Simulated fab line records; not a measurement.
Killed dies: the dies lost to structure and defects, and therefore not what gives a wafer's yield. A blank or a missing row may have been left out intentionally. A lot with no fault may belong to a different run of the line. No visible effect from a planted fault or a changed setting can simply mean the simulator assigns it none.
A struck lot beside a sound one :: flow n5_finfet :: 18 steps out of a route of 1938
Sound: these wafers, L927.2, L927.3, L927.4. The struck wafers were L922.1, L922.3, L922.6. The cause is given at the end.
At each step with rows: each side's tool, then ch and its chambers, then its first start. Under that, the readings that differ: sound wafers :: struck wafers :: difference of the means :: sigmas: that difference in standard deviations of wafers without a fault.
alike: readings whose means differ by less than 2 such deviations, and words and numbers that are the same on both sides. not compared: withheld readings, readings that some wafer has no value for, bounds like >300 that may hide the same value, and numbers for which the record gives no deviation and whose values overlap.
The two part at a step that has a row with sigmas, a row that says differs or no value, or rows on one side only. Non-overlapping numbers with no deviation appear without sigmas and do not part them. A reading missing from all wafers of one side parts the sides only when that side holds two or more wafers.

first, 7 steps without rows for these wafers: N5_BEOL_M8_COAT_60 (time 60 s, resist thk 35 nm); N5_BEOL_M8_COAT_05 (resist thk 90 nm); N5_BEOL_M8_EBR_07; N5_BEOL_M8_SOFTBAKE_06 (time 60 s); N5_BEOL_M8_EXPOSE_08 (exposes mask M8); N5_BEOL_M8_PEB_09 (peb time 60 s); N5_BEOL_M8_DEVELOP_10 (develop time 30 s).
N5_BEOL_M8_CD_MEAS_11: target cd 38.5 nm.
  sound on cd_sem-03 ch 0, day 12 21:05; struck on cd_sem-02 ch 0, day 11 16:14
  alike: cd_nm
N5_BEOL_M8_OVL_MEAS_12:
  sound on overlay-02 ch 0, day 12 21:07; struck on overlay-02 ch 0, day 11 16:16
  alike: M8_OVL
N5_BEOL_M8_INSPECT_13: inspects for defects (brightfield).
  sound: defect_inspect-01 at day 12 21:08; struck: defect_inspect-01 at day 11 16:17
  alike: raw_defect_count
N5_BEOL_M8_DESCUM_16: chemistry O2, time 7.9 s.
  sound on rie_diel-01 ch 0,3, day 12 21:10; struck on rie_diel-05 ch 1,2,3, day 11 16:34
  alike: drypump_motor_current_A, oes_product_au, rf_fwd_power_W, rf_vpp_V, showerhead_plenum_p_Torr, throttle_valve_pct
  not compared: rf_hours_counter_h
N5_BEOL_M8_ETCH_61: etches SiARC in CF4, target depth 45.5 nm, time 75.8 s.
  sound on rie_diel-01 ch 0,3, day 12 21:12; struck on rie_diel-05 ch 1,2,3, day 11 16:36
  alike: drypump_motor_current_A, etch_rf_on_time_s, oes_product_au, rf_fwd_power_W, rf_vpp_V, showerhead_plenum_p_Torr, throttle_valve_pct
  not compared: rf_hours_counter_h
N5_BEOL_M8_ETCH_62: etches SOC in N2/H2, target depth 110 nm, overetch 22 nm, time 165 s.
  sound on rie_diel-01 ch 0,3, day 12 21:16; struck on rie_diel-05 ch 1,2,3, day 11 16:39
reading: rf_fwd_power_W (W)
sound: 836.3 837.6 838.4
struck: 635.1 635.0 635.9
difference: -202.1
sigmas: -75

reading: rf_vpp_V (V)
sound: 520.1 523.3 520.5
struck: 569.9 577.2 573.8
difference: +52.3
sigmas: +19

reading: model.SiARC_of_BEOL_M8_COAT_60.thk_nm (nm)
sound: 28.2 28.2 28.2
struck: 29 29.2 29.2
difference: +1
sigmas: 
  alike: drypump_motor_current_A, oes_product_au, showerhead_plenum_p_Torr, throttle_valve_pct
  not compared: rf_hours_counter_h, model.BEOL_M8.cd_offset_nm
then, 1 step without rows for these wafers: N5_BEOL_M8_STRIP_68 (strips in N2/H2).
N5_BEOL_M8_STRIP_67: strips in CF4.
  sound on rie_diel-01 ch 0,3, day 12 21:25; struck on rie_diel-05 ch 1,2,3, day 11 16:48
  alike: drypump_motor_current_A, oes_product_au, rf_vpp_V, showerhead_plenum_p_Torr, throttle_valve_pct
  not compared: rf_hours_counter_h
N5_BEOL_M8_HM_OPEN_17: chemistry Cl2/BCl3, target TiN, target depth 20 nm, overetch 6 nm.
  sound on rie_metal-02 ch 0,1, day 12 21:27; struck on rie_metal-03 ch 0, day 11 16:50
  alike: drypump_motor_current_A, oes_product_au, rf_fwd_power_W, throttle_valve_pct
  not compared: rf_hours_counter_h, model.BEOL_M8.cd_offset_nm
N5_BEOL_M8_STRIP_19: strips in O2.
  sound on rie_diel-05 ch 0,1,3, day 12 21:34; struck on rie_diel-06 ch 1, day 11 17:02
  alike: drypump_motor_current_A, oes_product_au, rf_vpp_V, showerhead_plenum_p_Torr, throttle_valve_pct
  not compared: rf_hours_counter_h
N5_PASSIVATION_PROBE_49:
  rows exist in the record for the sound wafers here (prober-01, day 15 20:28), none for the struck ones

## WHERE THEY PART
Earliest at N5_BEOL_M8_ETCH_62; latest, in this record, at N5_PASSIVATION_PROBE_49.

WHY: the cause the simulator had injected
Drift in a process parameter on rie_diel-05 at N5_BEOL_M8_ETCH_62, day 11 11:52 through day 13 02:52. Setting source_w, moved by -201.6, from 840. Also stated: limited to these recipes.
